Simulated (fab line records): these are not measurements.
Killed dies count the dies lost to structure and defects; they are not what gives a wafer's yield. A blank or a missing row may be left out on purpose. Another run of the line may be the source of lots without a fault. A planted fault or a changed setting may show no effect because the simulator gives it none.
Matching of chambers    flow nand_harc    NHARC_A_STAIRCASE_DEP_259 on pecvd-02 has 3 sister chambers
The step deposits SiON, target thk 30 nm. 6 wafers are shown with their chamber, then 11 later ones without.

== WAFERS WITH THEIR CHAMBER ==
wafer   chamber  heater_power_w (W)  susceptor_temp_C (C)
L082.2  1        680                 399.84
L084.1  2        696                 400.18
L084.5  1        738                 399.82
L089.5  2        733                 400.02
L089.6  0        867                 400.22
L087.1  0        821                 400.25

== WAFERS WITH NO CHAMBER GIVEN ==
wafer   heater_power_w (W)  susceptor_temp_C (C)
L087.3  795                 400.08
L087.5  610                 399.82
L091.1  720                 400.02
L091.3  768                 400.03
L091.6  732                 400.32
L094.1  637                 400.00
L094.3  762                 399.82
L094.4  742                 399.94
L095.1  690                 400.29
L095.4  789                 400.03
L095.5  747                 400.12

== CHAMBER TAKEN BY EACH ==
wafer    from the rows above            in truth
L087.3   can't be placed: 2 or 0        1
L087.5   1                              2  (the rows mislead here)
L091.1   can't be placed: 2 or 1        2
L091.3   can't be placed: 2 or 1 or 0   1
L091.6   can't be placed: 2 or 0        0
L094.1   can't be placed: 2 or 1        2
L094.3   1                              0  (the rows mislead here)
L094.4   can't be placed: 1 or 2        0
L095.1   can't be placed: 2 or 0        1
L095.4   can't be placed: 2 or 0 or 1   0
L095.5   2                              2
Placed correctly: 1 of 11. Unplaceable from these rows: 8, with the true chamber sitting among the candidates in 5. Placed wrongly: 2.
How it was worked out, from the rows above alone: a wafer's distance from a chamber is the root of the sum, over the readings, of the square of ((its reading less the chamber's mean) divided by the reading's scatter). If the next closest chamber is less than 2 further off than the closest, the wafer can't be placed; otherwise it belongs to the closest. For every chamber, the mean is computed from those of its wafers that are shown. The scatter is the square root of a quotient: the sum, over the shown wafers, of each reading's squared deviation from its chamber's mean, divided by wafers minus chambers.
